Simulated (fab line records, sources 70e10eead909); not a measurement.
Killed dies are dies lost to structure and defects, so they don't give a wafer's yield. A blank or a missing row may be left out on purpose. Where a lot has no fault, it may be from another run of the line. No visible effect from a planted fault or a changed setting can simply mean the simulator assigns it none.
fab line records | flow nand-harc
record lots=6 | wafers=18 | last-day=23
route steps=1159 shown A_CONTACT@881
lots untouched by any fault: they come from a run of this same line in which no faults occurred
start-h: hours from the record's opening day to when the first of the lot's shown wafers began | wait-h: hours since the lot's step before | " repeats the value in the row above | L1.1+2: one row covering several wafers at once | - no value present, or no start provided | * or withheld: withheld | < > ~ a bound
route shown NAME@n: names a module that has steps shown in the file, with the first one's number in the route | usual: mean and standard deviation over wafers with no fault | same: alike in all rows | chamber/n: place in a boat | sites: readings site by site | _std_site: standard deviation of those values | _edge_site: the outer-site mean with the inner-site mean subtracted | radius-mm: for every site, how far away it sits from the centre of the wafer | mask NAME#n: copy n | behind: the most recent tool/chamber to have shaped the wafer | hold: why the lot was held/for how many hours/how that ended | device: whichever transistor did not switch (one of n, p or np) | end of line: tests run on the same wafers once the route is complete | a step without rows: its recipe alone | killed: count of dies lost to structure and defects at first sort (not the wafer's yield) | map: dies across one wafer; x = killed, . = not, _ = none there
set.NAME: setting as actually run; set.NAME@STEP: the setting as run at that earlier step | model.NAME: the simulator's own value behind a step, which no gauge read
certain route steps with their lots: each step a table, each wafer a row
services: from which hour (start-h, from the record's first day; less than 0 if before it) a tool's chamber was out of use, for how many hours, and why
## steps
# step NHARC_A_CONTACT_ETCH_102
# recipe target-depth-a=700 | overetch-a=70 | time-s=38.5 | ion-energy-ev=100 | cf4-flow-sccm=80 | o2-flow-sccm=20 | ar-flow-sccm=0 | rf-w=300 | bias-w=100 | chemistry=CF4/O2
# usual drypump-motor-current-A=5.8/0.49 | oes_ar_750_au=1.000/0.0048 | oes-product-au=1.001/0.0097 | rf-vpp-V=198.2/1.3 | showerhead-plenum-p-Torr=1.35/0.048 | throttle-valve-pct=13.398/0.0087
lot.wafer | tool        | chamber | start-h | wait-h | drypump-motor-current-A | oes_ar_750_au | oes-product-au | rf-hours-counter-h | rf-vpp-V | showerhead-plenum-p-Torr | throttle-valve-pct
L512.3    | rie-diel-05 | 0       | 382.41  | 0.1    | 5.6                     | 0.995         | 0.997          | 12                 | 197.1    | 1.27                     | 13.397
L512.2    | "           | 1       | "       | "      | 5.7                     | 0.994         | 0.991          | 10                 | 197.5    | 1.36                     | 13.411
L512.5    | "           | 1       | "       | "      | 5.7                     | 0.994         | 0.982          | -                  | 197.0    | 1.36                     | 13.405
L511.3    | rie-diel-07 | 2       | 394.60  | 0.1    | 6.7                     | 1.000         | 1.009          | 31                 | 199.0    | 1.39                     | 13.396
L511.1    | "           | 0       | "       | "      | 6.0                     | 1.004         | 0.978          | 32                 | 197.5    | 1.32                     | 13.397
L511.5    | "           | 2       | "       | "      | 6.8                     | 0.994         | 1.003          | -                  | 198.8    | 1.39                     | 13.415
L515.1    | rie-diel-05 | 1       | 419.71  | 0.1    | 5.7                     | 1.003         | 0.995          | 30                 | 198.6    | 1.36                     | 13.407
L515.5    | "           | 3       | "       | "      | 5.5                     | 1.005         | 1.011          | -                  | 200.7    | 1.38                     | 13.394
L515.6    | "           | 0       | "       | "      | 5.6                     | 0.993         | 0.999          | -                  | 196.3    | 1.27                     | 13.396
L516.1    | rie-diel-07 | 3       | 419.93  | 0.1    | 5.0                     | 1.000         | 0.988          | 1                  | 200.5    | 1.42                     | 13.401
L516.2    | "           | 0       | "       | "      | 6.0                     | 1.004         | 1.000          | 1                  | 197.4    | 1.32                     | 13.398
L516.5    | "           | 3       | "       | "      | 5.0                     | 1.003         | 0.989          | -                  | 200.4    | 1.42                     | 13.397
L523.2    | rie-diel-07 | 3       | 466.89  | 0.1    | 5.0                     | 0.990         | 1.007          | 7                  | 201.3    | 1.42                     | 13.397
L523.1    | "           | 1       | "       | "      | 6.1                     | 0.994         | 0.996          | 10                 | 197.0    | 1.37                     | 13.395
L523.5    | "           | 0       | "       | "      | 6.0                     | 1.001         | 1.013          | -                  | 197.9    | 1.32                     | 13.394
L524.3    | rie-diel-07 | 0       | 471.91  | 0.1    | 6.0                     | 1.000         | 1.012          | 11                 | 197.6    | 1.32                     | 13.409
L524.1    | "           | 2       | "       | "      | 6.8                     | 0.997         | 1.008          | 13                 | 197.8    | 1.39                     | 13.408
L524.6    | "           | 0       | "       | "      | 6.0                     | 1.001         | 0.995          | -                  | 196.0    | 1.32                     | 13.397
# step NHARC_A_CONTACT_STRIP_55
# recipe o2-flow-sccm=500 | ar-flow-sccm=0 | bias-w=0 | chemistry=O2
# usual drypump-motor-current-A=5.9/0.52 | oes-product-au=1.001/0.0094 | rf-vpp-V=57.9/0.87 | showerhead-plenum-p-Torr=3.57/0.12 | throttle-valve-pct=17.038/0.0087
lot.wafer | tool        | chamber | start-h | wait-h | drypump-motor-current-A | oes-product-au | rf-hours-counter-h | rf-vpp-V | showerhead-plenum-p-Torr | throttle-valve-pct
L512.2    | rie-diel-05 | 2       | -       | -      | 5.5                     | 1.007          | 11                 | 57.9     | 3.56                     | 17.028
L512.3    | "           | 0       | "       | "      | 5.6                     | 1.006          | 12                 | 57.0     | 3.37                     | 17.033
L512.5    | "           | 2       | "       | "      | 5.5                     | 1.006          | -                  | 57.0     | 3.56                     | 17.035
L511.3    | rie-diel-07 | 1       | -       | -      | 6.1                     | 0.989          | 33                 | 57.8     | 3.62                     | 17.038
L511.1    | "           | 2       | "       | "      | 6.8                     | 1.008          | 31                 | 58.6     | 3.67                     | 17.032
L511.5    | "           | 0       | "       | "      | 6.0                     | 0.983          | -                  | 57.6     | 3.49                     | 17.032
L515.1    | rie-diel-05 | 2       | -       | -      | 5.5                     | 0.993          | 29                 | 58.3     | 3.55                     | 17.033
L515.5    | "           | 1       | "       | "      | 5.7                     | 0.990          | -                  | 58.8     | 3.58                     | 17.044
L515.6    | "           | 2       | "       | "      | 5.5                     | 0.998          | -                  | 57.3     | 3.55                     | 17.051
L516.1    | rie-diel-07 | 1       | -       | -      | 6.1                     | 1.002          | 1                  | 58.3     | 3.62                     | 17.043
L516.2    | "           | 2       | "       | "      | 6.8                     | 1.003          | 1                  | 59.0     | 3.67                     | 17.037
L516.5    | "           | 2       | "       | "      | 6.8                     | 0.999          | -                  | 58.0     | 3.67                     | 17.047
L523.1    | rie-diel-07 | 3       | -       | -      | 5.0                     | 1.003          | 7                  | 56.7     | 3.74                     | 17.036
L523.2    | "           | 0       | "       | "      | 6.1                     | 1.009          | 9                  | 57.3     | 3.49                     | 17.049
L523.5    | "           | 1       | "       | "      | 6.1                     | 0.992          | -                  | 59.3     | 3.62                     | 17.026
L524.3    | rie-diel-07 | 2       | -       | -      | 6.8                     | 1.004          | 13                 | 58.5     | 3.66                     | 17.034
L524.1    | "           | 3       | "       | "      | 5.0                     | 1.007          | 8                  | 58.5     | 3.73                     | 17.025
L524.6    | "           | 2       | "       | "      | 6.8                     | 1.015          | -                  | 58.7     | 3.66                     | 17.042
# step NHARC_A_CONTACT_STRIP_56
# recipe time-s=600 | temp-c=30 | chemistry=post-etch-residue-remover
# step NHARC_A_CONTACT_DEP_57
# recipe target-thk-a=28000 | temp-c=400 | material=aC
# usual throttle-valve-pct=35.000/0.0095
lot.wafer | tool       | chamber | start-h | wait-h | throttle-valve-pct
L512.2    | acl-dep-03 | 0       | 383.41  | -      | 34.998
L512.3    | "          | 0       | "       | "      | 34.998
L512.5    | "          | 0       | "       | "      | 35.011
L511.1    | acl-dep-03 | 0       | 395.25  | -      | 35.018
L511.3    | "          | 0       | "       | "      | 34.986
L511.5    | "          | 0       | "       | "      | 34.990
L515.1    | acl-dep-01 | 0       | 420.79  | -      | 35.009
L515.5    | "          | 0       | 421.91  | -      | 34.998
L515.6    | "          | 0       | "       | "      | 34.993
L516.1    | acl-dep-02 | 0       | 421.05  | -      | 34.997
L516.2    | "          | 0       | "       | "      | 35.005
L516.5    | "          | 0       | "       | "      | 35.000
L523.1    | acl-dep-02 | 0       | 467.54  | -      | 34.995
L523.2    | "          | 0       | "       | "      | 34.996
L523.5    | "          | 0       | "       | "      | 34.994
L524.1    | acl-dep-02 | 0       | 473.10  | -      | 34.988
L524.3    | "          | 0       | "       | "      | 34.989
L524.6    | "          | 0       | "       | "      | 35.008
# step NHARC_A_CONTACT_DEP_58
# recipe target-thk-a=600 | target-thk-nm=60 | temp-c=400 | pressure-torr=3.5 | flow-sccm=200 | rf-w=350 | material=SiON
# usual heater-power-w=731/74
lot.wafer | tool     | chamber | start-h | wait-h | heater-power-w
L512.3    | pecvd-03 | 2       | 385.10  | 1.1    | 659
L512.2    | "        | 0       | "       | "      | 761
L512.5    | "        | 0       | "       | "      | 760
L511.1    | pecvd-03 | 2       | 397.02  | 1.5    | 683
L511.3    | "        | 0       | "       | "      | 791
L511.5    | "        | 2       | "       | "      | 674
L515.1    | pecvd-02 | 1       | 422.55  | 1.5    | 801
L515.6    | "        | 2       | "       | "      | 697
L515.5    | "        | 0       | "       | "      | 648
L516.1    | pecvd-02 | 1       | 422.83  | 1.5    | 758
L516.2    | "        | 2       | "       | "      | 769
L516.5    | "        | 1       | "       | "      | 730
L523.1    | pecvd-02 | 0       | 469.29  | 1.5    | 693
L523.2    | "        | 2       | "       | "      | 826
L523.5    | "        | 2       | "       | "      | 847
L524.3    | pecvd-02 | 1       | 474.84  | 0.9    | 714
L524.1    | "        | 2       | "       | "      | 876
L524.6    | "        | 2       | "       | "      | 873
# step NHARC_A_CONTACT_DEHYDRATE_59
# recipe temp-c=150 | time-s=120
# step NHARC_A_CONTACT_HMDS_60
# recipe time-s=30
# step NHARC_A_CONTACT_COAT_61
# recipe temp-c=260 | time-s=75
# step NHARC_A_CONTACT_COAT_62
# recipe temp-c=225 | time-s=65
# step NHARC_A_CONTACT_COAT_63
# recipe spin-rpm=1500 | resist-thk-nm=90
# step NHARC_A_CONTACT_SOFTBAKE_64
# recipe temp-c=105 | time-s=55
# step NHARC_A_CONTACT_EBR_65
# step NHARC_A_CONTACT_EXPOSE_66
# recipe na=1.35 | sigma-outer=0.8 | dose-mj=59.02 | mask-id=A_CC_2
# usual exposure-dose-mJ-cm2=58.98/0.06
lot.wafer | tool            | chamber | start-h | wait-h | mask     | exposure-dose-mJ-cm2
L512.2    | arfi-scanner-01 | 0       | 385.68  | -      | A_CC_2#0 | 59.13
L512.3    | "               | 0       | "       | "      | A_CC_2#0 | 59.00
L512.5    | "               | 0       | "       | "      | A_CC_2#0 | 59.00
L511.1    | arfi-scanner-01 | 0       | 397.45  | -      | A_CC_2#0 | 58.97
L511.3    | "               | 0       | "       | "      | A_CC_2#0 | 58.95
L511.5    | "               | 0       | "       | "      | A_CC_2#0 | 59.11
L515.1    | arfi-scanner-02 | 0       | 423.07  | -      | A_CC_2#0 | 59.03
L515.5    | "               | 0       | "       | "      | A_CC_2#0 | 58.92
L515.6    | "               | 0       | "       | "      | A_CC_2#0 | 58.98
L516.1    | arfi-scanner-01 | 0       | 423.39  | -      | A_CC_2#0 | 44.84
L516.2    | "               | 0       | "       | "      | A_CC_2#0 | 44.90
L516.5    | "               | 0       | "       | "      | A_CC_2#0 | 44.86
L523.1    | arfi-scanner-01 | 0       | 469.87  | -      | A_CC_2#0 | 47.73
L523.2    | "               | 0       | "       | "      | A_CC_2#0 | 47.68
L523.5    | "               | 0       | "       | "      | A_CC_2#0 | 47.74
L524.1    | arfi-scanner-03 | 0       | 475.43  | -      | A_CC_2#0 | 58.97
L524.3    | "               | 0       | "       | "      | A_CC_2#0 | 58.94
L524.6    | "               | 0       | "       | "      | A_CC_2#0 | 58.97
# step NHARC_A_CONTACT_PEB_67
# recipe peb-temp-c=100 | peb-time-s=65
# step NHARC_A_CONTACT_DEVELOP_68
# recipe develop-time-s=35 | dev-temp-c=23
# step NHARC_A_CONTACT_CD_MEAS_69
# recipe target-cd-nm=200 | landing-energy-ev=500
# usual cd-nm=200.3/0.5
lot.wafer | tool      | chamber | start-h | wait-h | cd-nm
L512.2    | cd-sem-01 | 0       | 385.82  | -      | 200.6
L512.3    | "         | 0       | "       | "      | 200.4
L512.5    | "         | 0       | "       | "      | 200.0
L511.1    | cd-sem-02 | 0       | 397.59  | -      | 199.9
L511.3    | "         | 0       | "       | "      | 200.5
L511.5    | "         | 0       | "       | "      | 200.0
L515.1    | cd-sem-03 | 0       | 423.22  | -      | 200.7
L515.5    | "         | 0       | "       | "      | 200.5
L515.6    | "         | 0       | "       | "      | 199.9
L516.1    | cd-sem-01 | 0       | 423.53  | -      | 189.6
L516.2    | "         | 0       | "       | "      | 189.4
L516.5    | "         | 0       | "       | "      | 189.5
L523.1    | cd-sem-03 | 0       | 470.01  | -      | 191.5
L523.2    | "         | 0       | "       | "      | 190.8
L523.5    | "         | 0       | "       | "      | 190.6
L524.1    | cd-sem-02 | 0       | 475.58  | -      | 200.3
L524.3    | "         | 0       | "       | "      | 200.3
L524.6    | "         | 0       | "       | "      | 200.6
# step NHARC_A_CONTACT_OVL_MEAS_70
# usual overlay-x-nm=0.1/0.68 | overlay-y-nm=0.0/0.71
lot.wafer | tool       | chamber | start-h | wait-h | overlay-x-nm | overlay-y-nm
L512.2    | overlay-02 | -       | 385.90  | -      | 0.3          | -0.9
L512.3    | "          | -       | "       | "      | 0.8          | -0.6
L512.5    | "          | -       | "       | "      | 0.1          | -0.5
L511.1    | overlay-02 | -       | 397.68  | -      | -0.1         | 0.3
L511.3    | "          | -       | "       | "      | -0.5         | 0.2
L511.5    | "          | -       | "       | "      | -0.3         | -0.3
L515.1    | overlay-01 | -       | 423.32  | -      | 0.7          | 0.8
L515.5    | "          | -       | "       | "      | 0.6          | 0.2
L515.6    | "          | -       | "       | "      | 0.6          | 0.4
L516.1    | overlay-02 | -       | 423.61  | -      | 0.1          | 0.2
L516.2    | "          | -       | "       | "      | 0.7          | 0.3
L516.5    | "          | -       | "       | "      | 0.6          | 0.2
L523.1    | overlay-02 | -       | 470.10  | -      | -0.2         | 0.9
L523.2    | "          | -       | "       | "      | -0.4         | 1.3
L523.5    | "          | -       | "       | "      | -0.4         | 0.7
L524.1    | overlay-01 | -       | 475.67  | -      | 0.2          | 0.7
L524.3    | "          | -       | "       | "      | 0.2          | 0.1
L524.6    | "          | -       | "       | "      | 0.2          | 0.2
## services
tool            | chamber | start-h | hours | kind
rie-diel-07     | 0       | 360.33  | -     | clean
rie-diel-07     | 1       | 360.33  | -     | clean
rie-diel-07     | 2       | 360.33  | -     | clean
rie-diel-07     | 3       | 360.33  | -     | clean
arfi-scanner-01 | -       | 368.00  | 4.0   | pm
pecvd-02        | -       | 380.20  | 1.2   | repair
rie-diel-05     | 3       | 381.74  | 12.5  | repair
rie-diel-07     | 0       | 384.89  | -     | clean
rie-diel-07     | 1       | 384.89  | -     | clean
rie-diel-07     | 2       | 384.89  | -     | clean
rie-diel-07     | 3       | 384.89  | -     | clean
rie-diel-07     | -       | 405.62  | 9.0   | pm
rie-diel-07     | 0       | 405.62  | 9.0   | vent-cycle
rie-diel-07     | 1       | 405.62  | 9.0   | vent-cycle
rie-diel-07     | 2       | 405.62  | 9.0   | vent-cycle
rie-diel-07     | 3       | 405.62  | 9.0   | vent-cycle
acl-dep-03      | -       | 407.47  | 13.0  | pm
arfi-scanner-02 | -       | 413.52  | 0.7   | repair
arfi-scanner-03 | -       | 416.09  | 6.6   | repair
rie-diel-05     | 1       | 423.83  | 4.1   | repair
arfi-scanner-02 | -       | 428.02  | 4.0   | pm
rie-diel-07     | 3       | 440.93  | 18.8  | repair
pecvd-03        | -       | 473.22  | 13.0  | pm
acl-dep-01      | -       | 474.42  | 13.0  | pm
## key
first-sign step=NHARC_A_CONTACT_EXPOSE_66 | reading=exposure-dose-mJ-cm2 | direction=down | sigmas=99+ | usual=58.98 | struck=46.29
effect step=NHARC_A_CONTACT_CD_MEAS_69 | reading=cd-nm | direction=down | sigmas=20 | usual=200.3 | struck=190.2 | through=control-loop
met-at NHARC_A_CONTACT_EXPOSE_66
struck-wafers L516.1,L516.2,L516.5,L523.1,L523.2,L523.5
tester-left-out L516,L523
loop-trim step=NHARC_A_CONTACT_EXPOSE_66 | setting=dose | lots=L523
onset-between 397.45 423.39
fault kind=process-parameter-drift | tool=arfi-scanner-01 | chamber=- | onset-h=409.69 | steps=NHARC_A_CONTACT_EXPOSE_66 | channel=dose-mj | offset=-14.051 | shape=step | acts-in=these-recipes-only | stated=59.02
# tester-left-out: of these lots the tester's yield and bins aren't shown, on N5 and GAA mostly nor the transistor test; their killed dies are dies lost to structure and defects alone, not to doping, threshold or leakage, so they don't give the yield
# loop-trim: a control loop set the setting to another value than it would have without faults
